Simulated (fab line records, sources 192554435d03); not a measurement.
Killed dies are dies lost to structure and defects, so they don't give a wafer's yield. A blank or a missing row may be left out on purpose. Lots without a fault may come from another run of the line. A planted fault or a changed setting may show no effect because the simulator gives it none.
A struck lot beside a sound one | flow n5_finfet | 22 steps out of a route of 1938
Sound: wafers L753.2, L753.5, L753.6. Struck: wafers L758.2, L758.3, L758.5. The cause comes at the end.
At each step with rows: each side's tool, then ch and its chambers, then its first start. Under that, the readings that differ: sound wafers | struck wafers | difference of the means | sigmas: that difference in standard deviations of wafers without a fault.
alike: readings whose means differ by less than 2 such deviations, and words and numbers that are the same on both sides. not compared: withheld readings, readings that some wafer has no value for, bounds like >300 that may hide the same value, and numbers for which the record gives no deviation and whose values overlap.
The two part at a step that has a row with sigmas, a row that says differs or no value, or rows on one side only. Numbers that don't overlap but have no deviation are shown without sigmas and don't part them. A reading that every wafer of one side lacks parts them only if that side has two wafers or more.

first, 8 steps without rows for these wafers: N5_BEOL_M1_PRE_CLEAN_60 (time 15 s); N5_BEOL_M1_CO_CAP_55 (material Co, precursor CCTBA/H2, target thk 2 nm, time 102.1 s); N5_BEOL_M1_PRE_CLEAN_56 (time 15 s); N5_BEOL_M1_DEP_57 (deposits SiCN from 3MS/NH3, target thk 8 nm, time 14 s); N5_BEOL_M2_ILD_DEP_00 (deposits SiOC from DEMS/O2, target thk 79 nm, time 15.3 s); N5_BEOL_M2_PECVD_72 (deposits SiO2 from TEOS/O2, target thk 16 nm, time 18 s); N5_BEOL_M2_HM_DEP_02 (deposits TiN, target thk 20 nm); N5_BEOL_M2_COAT_61 (time 60 s, resist thk 60 nm).
N5_BEOL_M2_COAT_62: time 60 s, resist thk 12 nm.
  sound on litho_track-03 ch 0, day 10 08:43; struck on litho_track-03 ch 0, day 11 12:19
  reading                                    | sound                | struck               | difference | sigmas
  spin_speed_rpm (rpm)                       | 1501.0 1500.9 1501.4 | 2219.2 2220.3 2218.9 | +718.4     | +99 or more
  model.SiARC_of_BEOL_M2_COAT_62.thk_nm (nm) | 12 12 12             | 9.8 9.8 9.8          | -2.2       |
  alike: dispense_pressure_kPa
then, 9 steps without rows for these wafers: N5_BEOL_M2_COAT_73 (time 60 s, resist thk 5 nm); N5_BEOL_M2_COAT_05 (resist thk 30 nm); N5_BEOL_M2_EBR_07; N5_BEOL_M2_SOFTBAKE_06 (time 60 s); N5_BEOL_M2_EXPOSE_08 (exposes mask M2); N5_BEOL_M2_PEB_09 (peb time 60 s); N5_BEOL_M2_DEVELOP_10 (develop time 30 s); N5_BEOL_M2_DESCUM_16 (chemistry O2, time 7 s); N5_BEOL_M2_ETCH_74 (etches underlayer in N2/H2, target depth 6.5 nm, time 5.2 s).
N5_BEOL_M2_ETCH_63: etches SiARC in CF4, target depth 15.6 nm, time 26 s.
  sound on rie_diel-06 ch 0,1, day 10 09:33; struck on rie_diel-04 ch 2,3, day 11 12:45
  reading                  | sound             | struck            | difference | sigmas
  etch_rf_on_time_s (s)    | 25.7 26.1 25.5    | 22.4 21.1 22.3    | -3.8       | -5
  model.etch.depth_nm (nm) | 11.99 11.97 11.96 | 9.832 9.851 9.818 | -2.140     |
  alike: drypump_motor_current_A, oes_product_au, rf_vpp_V, showerhead_plenum_p_Torr, throttle_valve_pct
  not compared: rf_hours_counter_h
N5_BEOL_M2_ETCH_64: etches SOC in N2/H2, target depth 75 nm, overetch 22.5 nm, time 121.9 s.
  sound on rie_diel-06 ch 0,1, day 10 09:35; struck on rie_diel-04 ch 2,3, day 11 12:47
  reading                                    | sound       | struck    | difference | sigmas
  model.SiARC_of_BEOL_M2_COAT_62.thk_nm (nm) | 6.2 6.4 6.2 | 4.4 4 4.2 | -2.1       |
  alike: drypump_motor_current_A, oes_product_au, rf_vpp_V, showerhead_plenum_p_Torr, throttle_valve_pct
  not compared: rf_hours_counter_h
then, 1 step without rows for these wafers: N5_BEOL_M2_STRIP_65 (strips in N2/H2).
N5_BEOL_M4_RC_MEAS_101:
  sound on prober-01 ch 0, day 11 16:19; struck on prober-01 ch 0, day 13 07:58
  reading        | sound          | struck         | difference | sigmas
  DIBL_P (mV/V)  | 38.0 39.0 39.7 | 34.8 31.7 32.1 | -6.0       | -3
  IOFF_N (nA/um) | 0.19 0.20 0.21 | 0.16 0.10 0.12 | -0.07      | -2
  IOFF_P (nA/um) | 0.25 0.25 0.28 | 0.20 0.16 0.17 | -0.08      | -2
  SS_N (mV/dec)  | 71.8 71.9 72.6 | 70.5 69.9 69.5 | -2.1       | -3
  SS_P (mV/dec)  | 73.1 74.5 73.5 | 72.8 71.9 72.0 | -1.5       | -2
  alike: DIBL_N, ION_N, ION_P, VT_N, VT_P

WHERE THEY PART
First at N5_BEOL_M2_COAT_62; last, within this record, at N5_BEOL_M4_RC_MEAS_101.

WHY: what the simulator had put in
Process parameter drift: litho_track-03, from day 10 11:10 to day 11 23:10, at N5_BEOL_M2_COAT_62. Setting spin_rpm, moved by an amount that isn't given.
